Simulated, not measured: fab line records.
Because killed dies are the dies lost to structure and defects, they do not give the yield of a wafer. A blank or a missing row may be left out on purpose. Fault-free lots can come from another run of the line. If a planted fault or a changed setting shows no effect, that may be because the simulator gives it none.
Matching of chambers ; flow nand-harc ; pecvd-01 running NHARC_P_M2_PRE_CLEAN_32: 3 sister chambers
The step time 12 s. 16 wafers are shown with their chamber, then 8 later ones without.

EACH WAFER AND ITS CHAMBER
wafer;chamber;heater-power-w (W)
L077.3;1;651
L077.4;0;641
L077.5;2;531
L079.1;1;587
L079.2;0;677
L079.3;2;528
L080.2;1;652
L080.3;2;540
L080.5;0;683
L081.3;1;561
L081.5;1;571
L081.6;0;716
L086.2;1;610
L086.5;1;618
L086.6;0;738
L087.1;0;717

SIGNATURES (averages over the wafers above)
reading;chamber 0;chamber 1;chamber 2;scatter within a chamber
heater-power-w;695.33;607.14;533.00;33
Rule: a wafer lies at a distance from a chamber equal to the root of the sum of squares, over the readings, of (its reading less the chamber's mean, divided by the reading's scatter). If the next closest chamber is less than 2 further off than the closest, the wafer can't be placed; otherwise it belongs to the closest. The scatter is the square root of a quotient: the sum, over the shown wafers, of each reading's squared deviation from its chamber's mean, divided by wafers minus chambers.

WAFERS WHOSE CHAMBER IS MISSING
wafer;heater-power-w (W)
L087.2;626
L087.4;654
L087.3;523
L087.5;521
L087.6;715
L095.2;575
L095.4;582
L095.5;682

THE CHAMBER EACH PASSED THROUGH
wafer;from the rows above;in truth
L087.2;can't be placed: 1 or 0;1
L087.4;can't be placed: 0 or 1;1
L087.3;2;2
L087.5;2;2
L087.6;0;0
L095.2;can't be placed: 1 or 2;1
L095.4;can't be placed: 1 or 2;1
L095.5;can't be placed: 0 or 1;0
Correctly placed: 3 of 8. Unplaceable from these rows: 5, with the true chamber sitting among the candidates in 5. Wrongly placed: 0.
